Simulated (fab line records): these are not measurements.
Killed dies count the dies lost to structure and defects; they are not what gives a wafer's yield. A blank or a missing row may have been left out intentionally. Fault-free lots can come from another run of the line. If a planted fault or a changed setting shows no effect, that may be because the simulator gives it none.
Chamber matching | flow nand_harc | rie_diel-03 running NHARC_A_CHANNEL_HOLE_D1_DESCUM_15: 4 sister chambers
The step chemistry O2, time 3 s. 8 wafers are shown with their chamber, then 10 later ones without.

WAFERS PAIRED WITH THEIR CHAMBERS
wafer  | chamber | showerhead_plenum_p_Torr (Torr) | drypump_motor_current_A (A)
L284.5 | 0       | 2.04                            | 5.64
L288.1 | 1       | 1.84                            | 5.49
L288.5 | 3       | 1.88                            | 5.62
L287.3 | 1       | 1.84                            | 5.50
L287.5 | 3       | 1.88                            | 5.57
L287.6 | 2       | 2.00                            | 5.99
L296.3 | 0       | 2.03                            | 5.65
L296.5 | 2       | 2.00                            | 6.00

WAFERS WITH NO CHAMBER GIVEN
wafer  | showerhead_plenum_p_Torr (Torr) | drypump_motor_current_A (A)
L296.6 | 1.88                            | 5.63
L298.2 | 2.03                            | 5.65
L298.3 | 1.88                            | 5.63
L298.4 | 2.00                            | 6.00
L303.1 | 1.88                            | 5.58
L303.3 | 2.00                            | 5.97
L303.6 | 2.00                            | 5.97
L304.1 | 2.03                            | 5.63
L304.2 | 2.00                            | 5.98
L304.5 | 1.99                            | 6.01

WHICH CHAMBER EACH WENT THROUGH
wafer  | from the rows above | in truth
L296.6 | 3                   | 3
L298.2 | 0                   | 0
L298.3 | 3                   | 3
L298.4 | 2                   | 2
L303.1 | 3                   | 3
L303.3 | 2                   | 2
L303.6 | 2                   | 2
L304.1 | 0                   | 0
L304.2 | 2                   | 2
L304.5 | 2                   | 2
Placed correctly: 10 of 10. Left unplaced by these rows: 0. Wrongly placed: 0.
How it was worked out, from the rows above alone: a wafer's distance from a chamber is the root of the sum, over the readings, of the square of ((its reading less the chamber's mean) divided by the reading's scatter). If the next closest chamber is less than 2 further off than the closest, the wafer can't be placed; otherwise it belongs to the closest. The mean given for a chamber averages the wafers shown for that chamber. The scatter: take each reading less its chamber's mean, square it, sum over the shown wafers, divide by the number of wafers less the number of chambers, and take the root.
